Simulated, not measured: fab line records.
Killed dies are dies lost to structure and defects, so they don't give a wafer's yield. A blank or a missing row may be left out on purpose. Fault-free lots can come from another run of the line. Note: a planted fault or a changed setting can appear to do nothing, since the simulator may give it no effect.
fab line records	flow nand-harc	part 2 of 2: steps 4 to 6 of 6
[record] lots = 23	wafers = 69	last-day = 34
route steps=1302 shown A_STAIRCASE@714
lots that met no fault: from a run of the same line without faults
start-h: start of the lot's first displayed wafer, in hours after the record's first day	wait-h: time in hours since the lot's previous step	" same as the row above	L1.1+2: a single row standing in for several wafers	- no value, or no start given	* or withheld: withheld	< > ~ a bound
route shown NAME@n: names a module that has steps shown in the file, with the first one's number in the route	usual: mean/standard deviation of fault-free wafers	same: alike in all rows	chamber/n: place in a boat	sites: each site's reading	_std_site: how widely they spread, as a standard deviation	_edge_site: outer sites' mean less inner sites'	radius-mm: for every site, how far away it sits from the centre of the wafer	mask NAME#n: copy n	behind: the last tool/chamber to shape the wafer	hold: why the lot was held/for how many hours/how that ended	device: transistor that didn't switch, given as n, p or np	end of line: the route-end tests of the same wafers	where a step has no rows: the recipe by itself	killed: not the wafer's yield, but the dies lost to structure and defects at the first sort	map: a wafer's dies, x killed, . not, _ none there
set.NAME: the setting that was run; set.NAME@STEP: the one run at that earlier step	model.NAME: the simulator's own value behind a step, which no gauge read
route steps across a sampled set of lots; one table per step, one row per wafer
services: when a tool's chamber went out of use (start-h, in hours from the record's first day, below 0 if earlier), for how many hours, and the reason
[[steps]]
[step NHARC_A_STAIRCASE_ETCH_230]
[recipe] target-depth-a = 1000	time-s = 40.5	ion-energy-ev = 400	c4f8-flow-sccm = 20	o2-flow-sccm = 10	ar-flow-sccm = withheld	rf-w = 600	bias-w = 1000	chemistry = C4F8/O2
[usual] oes-product-au = 0.952/0.016	rf-vpp-V = 896/5.5
lot.wafer	tool	chamber	start-h	wait-h	oes-product-au	rf-hours-counter-h	rf-vpp-V
L074.3	rie-diel-11	1	-	-	0.990	26	892
L074.2	"	0	"	"	0.977	25	888
L074.5	"	1	"	"	0.986	-	892
L075.2	rie-diel-04	1	-	-	0.936	4	900
L075.4	"	2	"	"	0.947	4	900
L075.1	"	3	"	"	0.959	5	894
L076.4	rie-diel-02	3	-	-	0.938	56	898
L076.5	"	3	"	"	0.940	-	898
L076.6	"	0	"	"	0.945	-	887
L077.1	rie-diel-11	2	-	-	0.938	30	887
L077.2	"	0	"	"	0.943	30	888
L077.5	"	2	"	"	0.932	-	886
L078.1	rie-diel-04	1	-	-	0.920	11	899
L078.3	"	2	"	"	0.922	13	898
L078.5	"	0	"	"	0.938	-	902
L079.1	rie-diel-04	3	-	-	0.948	14	894
L079.3	"	0	"	"	0.962	12	900
L079.5	"	0	"	"	0.959	-	901
L080.2	rie-diel-04	0	-	-	0.956	19	900
L080.5	"	0	"	"	0.962	-	902
L080.6	"	1	"	"	0.968	-	898
L081.4	rie-diel-04	3	-	-	0.943	20	894
L081.1	"	0	"	"	0.964	20	900
L081.6	"	3	"	"	0.938	-	892
L082.1	rie-diel-02	1	-	-	0.964	12	903
L082.2	"	2	"	"	0.974	12	892
L082.5	"	0	"	"	0.960	-	889
L084.4	rie-diel-11	3	-	-	0.959	7	901
L084.2	"	0	"	"	0.932	6	887
L084.6	"	1	"	"	0.945	-	892
L083.3	rie-diel-02	1	-	-	0.939	25	904
L083.4	"	3	"	"	0.936	20	899
L083.6	"	0	"	"	0.953	-	888
L085.4	rie-diel-04	1	-	-	0.969	39	898
L085.3	"	2	"	"	0.957	37	897
L085.6	"	2	"	"	0.955	-	899
L086.1	rie-diel-02	3	-	-	0.928	25	898
L086.3	"	1	"	"	0.918	30	904
L086.5	"	2	"	"	0.930	-	892
L087.2	rie-diel-04	2	-	-	0.962	42	899
L087.1	"	1	"	"	0.993	43	899
L087.5	"	2	"	"	0.961	-	899
L088.4	rie-diel-11	0	-	-	0.979	23	887
L088.2	"	2	"	"	0.958	16	906
L088.6	"	1	"	"	0.956	-	891
L089.4	rie-diel-04	1	-	-	0.950	49	899
L089.1	"	2	"	"	0.942	50	898
L089.3	"	3	"	"	0.932	48	893
L091.3	rie-diel-11	0	-	-	0.933	28	887
L091.4	"	1	"	"	0.939	23	891
L091.2	"	3	"	"	0.937	25	900
L093.1	rie-diel-11	2	-	-	0.940	32	904
L093.3	"	1	"	"	0.952	36	891
L093.5	"	2	"	"	0.938	-	905
L092.4	rie-diel-04	0	-	-	0.964	5	898
L092.3	"	1	"	"	0.962	5	899
L092.6	"	3	"	"	0.974	-	892
L095.2	rie-diel-02	2	-	-	0.940	55	891
L095.3	"	0	"	"	0.967	46	887
L095.1	"	1	"	"	0.939	52	903
L094.2	rie-diel-04	2	-	-	0.951	12	899
L094.6	"	2	"	"	0.954	-	898
L094.5	"	3	"	"	0.951	-	892
L096.2	rie-diel-04	3	-	-	0.981	18	891
L096.6	"	3	"	"	0.987	-	892
L096.5	"	0	"	"	0.966	-	901
L097.2	rie-diel-02	3	-	-	0.939	8	898
L097.3	"	0	"	"	0.947	7	887
L097.6	"	2	"	"	0.954	-	891
[step NHARC_A_STAIRCASE_ETCH_236]
[recipe] target-depth-a = 1000	time-s = 40.5	ion-energy-ev = 400	c4f8-flow-sccm = 20	o2-flow-sccm = 10	ar-flow-sccm = withheld	rf-w = 600	bias-w = 1000	chemistry = C4F8/O2
[usual] oes-product-au = 0.946/0.0085	rf-vpp-V = 896/5.5
lot.wafer	tool	chamber	start-h	wait-h	oes-product-au	rf-hours-counter-h	rf-vpp-V
L074.2	rie-diel-11	1	-	-	0.947	26	890
L074.3	"	0	"	"	0.939	26	888
L074.5	"	2	"	"	0.940	-	886
L075.1	rie-diel-04	0	-	-	0.935	5	901
L075.2	"	1	"	"	0.941	4	899
L075.4	"	2	"	"	0.947	5	899
L076.4	rie-diel-02	2	-	-	0.943	51	890
L076.6	"	2	"	"	0.956	-	893
L076.5	"	3	"	"	0.940	-	899
L077.1	rie-diel-11	2	-	-	0.955	31	886
L077.2	"	0	"	"	0.944	30	888
L077.5	"	2	"	"	0.956	-	887
L078.1	rie-diel-04	2	-	-	0.937	14	899
L078.3	"	3	"	"	0.940	13	894
L078.5	"	2	"	"	0.948	-	898
L079.1	rie-diel-04	2	-	-	0.938	15	899
L079.3	"	3	"	"	0.930	14	894
L079.5	"	0	"	"	0.959	-	899
L080.2	rie-diel-04	2	-	-	0.943	21	901
L080.5	"	2	"	"	0.952	-	899
L080.6	"	3	"	"	0.963	-	893
L081.1	rie-diel-04	1	-	-	0.943	21	899
L081.4	"	2	"	"	0.952	21	900
L081.6	"	3	"	"	0.948	-	895
L082.2	rie-diel-02	0	-	-	0.947	11	889
L082.1	"	2	"	"	0.941	13	892
L082.5	"	1	"	"	0.940	-	903
L084.2	rie-diel-11	0	-	-	0.940	6	890
L084.4	"	2	"	"	0.942	5	906
L084.6	"	1	"	"	0.951	-	891
L083.4	rie-diel-02	3	-	-	0.934	20	899
L083.3	"	1	"	"	0.950	25	904
L083.6	"	0	"	"	0.937	-	888
L085.3	rie-diel-04	3	-	-	0.937	35	893
L085.4	"	1	"	"	0.943	39	899
L085.6	"	2	"	"	0.931	-	897
L086.3	rie-diel-02	3	-	-	0.937	25	897
L086.1	"	0	"	"	0.932	25	887
L086.5	"	2	"	"	0.944	-	890
L087.2	rie-diel-04	0	-	-	0.954	41	899
L087.1	"	1	"	"	0.952	43	898
L087.5	"	0	"	"	0.938	-	900
L088.4	rie-diel-11	1	-	-	0.953	19	890
L088.2	"	2	"	"	0.942	16	907
L088.6	"	1	"	"	0.952	-	891
L089.1	rie-diel-04	0	-	-	0.932	47	900
L089.3	"	1	"	"	0.947	49	900
L089.4	"	3	"	"	0.946	48	893
L091.3	rie-diel-11	3	-	-	0.943	26	899
L091.4	"	1	"	"	0.950	23	890
L091.2	"	2	"	"	0.937	21	905
L093.3	rie-diel-11	0	-	-	0.938	44	888
L093.1	"	2	"	"	0.961	32	906
L093.5	"	0	"	"	0.939	-	888
L092.4	rie-diel-04	2	-	-	0.934	3	898
L092.3	"	0	"	"	0.966	5	899
L092.6	"	1	"	"	0.949	-	898
L095.3	rie-diel-02	0	-	-	0.952	46	887
L095.2	"	1	"	"	0.946	53	903
L095.1	"	2	"	"	0.928	56	892
L094.2	rie-diel-04	1	-	-	0.953	14	898
L094.5	"	0	"	"	0.949	-	900
L094.6	"	1	"	"	0.956	-	900
L096.2	rie-diel-04	1	-	-	0.938	19	897
L096.5	"	3	"	"	0.968	-	892
L096.6	"	0	"	"	0.957	-	899
L097.2	rie-diel-02	1	-	-	0.949	8	904
L097.3	"	2	"	"	0.951	4	891
L097.6	"	1	"	"	0.952	-	902
[step NHARC_A_STAIRCASE_ETCH_294]
[recipe] target-depth-a = 49890	time-s = 1211.6	ion-energy-ev = 800	c4f8-flow-sccm = 80	o2-flow-sccm = 60	ar-flow-sccm = withheld	rf-w = 600	bias-w = 3000	chemistry = C4F8/O2/Ar
[usual] oes-product-au = 0.934/0.0092	rf-vpp-V = 1827/12
lot.wafer	tool	chamber	start-h	wait-h	oes-product-au	rf-hours-counter-h	rf-vpp-V
L074.3	rie-diel-02	0	-	-	0.929	53	1811
L074.2	"	1	"	"	0.935	46	1843
L074.5	"	3	"	"	0.932	-	1833
L075.4	rie-diel-11	2	-	-	0.941	42	1807
L075.1	"	0	"	"	0.935	36	1809
L075.2	"	1	"	"	0.937	39	1818
L077.2	rie-diel-04	2	-	-	0.932	11	1832
L077.1	"	1	"	"	0.924	10	1836
L077.5	"	2	"	"	0.916	-	1834
L076.4	rie-diel-04	2	-	-	0.918	12	1833
L076.6	"	1	"	"	0.929	-	1835
L076.5	"	2	"	"	0.914	-	1833
L078.3	rie-diel-02	1	-	-	0.936	5	1842
L078.1	"	3	"	"	0.930	6	1832
L078.5	"	2	"	"	0.934	-	1820
L079.1	rie-diel-02	3	-	-	0.944	7	1832
L079.3	"	0	"	"	0.941	5	1811
L079.5	"	3	"	"	0.946	-	1833
L080.2	rie-diel-02	1	-	-	0.933	12	1843
L080.5	"	1	"	"	0.927	-	1843
L080.6	"	2	"	"	0.926	-	1819
L081.1	rie-diel-04	2	-	-	0.932	26	1832
L081.4	"	3	"	"	0.947	25	1822
L081.6	"	0	"	"	0.938	-	1835
L082.2	rie-diel-11	3	-	-	0.946	5	1836
L082.1	"	2	"	"	0.935	3	1847
L082.5	"	0	"	"	0.932	-	1810
L084.4	rie-diel-04	2	-	-	0.928	38	1831
L084.2	"	3	"	"	0.921	35	1821
L084.6	"	3	"	"	0.923	-	1821
L083.3	rie-diel-11	3	-	-	0.929	13	1835
L083.4	"	2	"	"	0.924	10	1847
L083.6	"	3	"	"	0.942	-	1836
L085.4	rie-diel-02	2	-	-	0.938	32	1818
L085.3	"	0	"	"	0.954	28	1809
L085.6	"	2	"	"	0.943	-	1818
L086.1	rie-diel-11	2	-	-	0.928	14	1848
L086.3	"	0	"	"	0.921	20	1809
L086.5	"	2	"	"	0.920	-	1847
L087.1	rie-diel-04	1	-	-	0.958	47	1833
L087.2	"	2	"	"	0.933	48	1832
L087.5	"	1	"	"	0.952	-	1832
L089.4	rie-diel-02	0	-	-	0.937	36	1810
L089.1	"	1	"	"	0.936	41	1842
L089.3	"	3	"	"	0.934	37	1830
L088.2	rie-diel-04	1	-	-	0.930	57	1832
L088.4	"	3	"	"	0.937	55	1820
L088.6	"	1	"	"	0.932	-	1832
L091.2	rie-diel-11	2	-	-	0.927	29	1847
L091.3	"	3	"	"	0.935	36	1834
L091.4	"	0	"	"	0.941	41	1809
L093.1	rie-diel-02	1	-	-	0.919	53	1841
L093.3	"	2	"	"	0.921	56	1816
L093.5	"	0	"	"	0.926	-	1808
L092.3	rie-diel-04	0	-	-	0.939	8	1835
L092.4	"	1	"	"	0.935	9	1831
L092.6	"	3	"	"	0.937	-	1821
L095.3	rie-diel-11	3	-	-	0.937	45	1834
L095.2	"	1	"	"	0.927	46	1817
L095.1	"	2	"	"	0.931	39	1846
L094.2	rie-diel-04	2	-	-	0.930	17	1830
L094.6	"	1	"	"	0.938	-	1831
L094.5	"	2	"	"	0.931	-	1829
L096.2	rie-diel-02	1	-	-	0.932	10	1840
L096.6	"	1	"	"	0.929	-	1841
L096.5	"	2	"	"	0.933	-	1816
L097.3	rie-diel-02	1	-	-	0.928	13	1837
L097.2	"	3	"	"	0.918	12	1829
L097.6	"	1	"	"	0.926	-	1840
[[services]]
tool	chamber	start-h	hours	kind
rie-diel-11	2	329.85	5.9	repair
rie-diel-04	0	334.64	-	clean
rie-diel-04	1	334.64	-	clean
rie-diel-04	2	334.64	-	clean
rie-diel-04	3	334.64	-	clean
rie-diel-02	2	337.12	14.5	repair
rie-diel-02	1	345.74	9.2	repair
rie-diel-04	-	354.90	9.0	pm
rie-diel-04	0	354.90	9.0	vent-cycle
rie-diel-04	1	354.90	9.0	vent-cycle
rie-diel-04	2	354.90	9.0	vent-cycle
rie-diel-04	3	354.90	9.0	vent-cycle
rie-diel-02	-	393.85	9.0	pm
rie-diel-11	-	435.05	9.0	pm
rie-diel-11	3	472.03	2.5	repair
rie-diel-11	2	475.80	1.7	repair
rie-diel-11	1	479.93	1.9	repair
rie-diel-11	2	499.34	4.3	repair
rie-diel-02	0	528.43	4.4	repair
rie-diel-04	-	531.90	9.0	pm
rie-diel-02	0	548.83	3.4	repair
rie-diel-02	-	573.09	9.0	pm
rie-diel-11	1	593.13	14.8	repair
rie-diel-11	-	612.05	9.0	pm
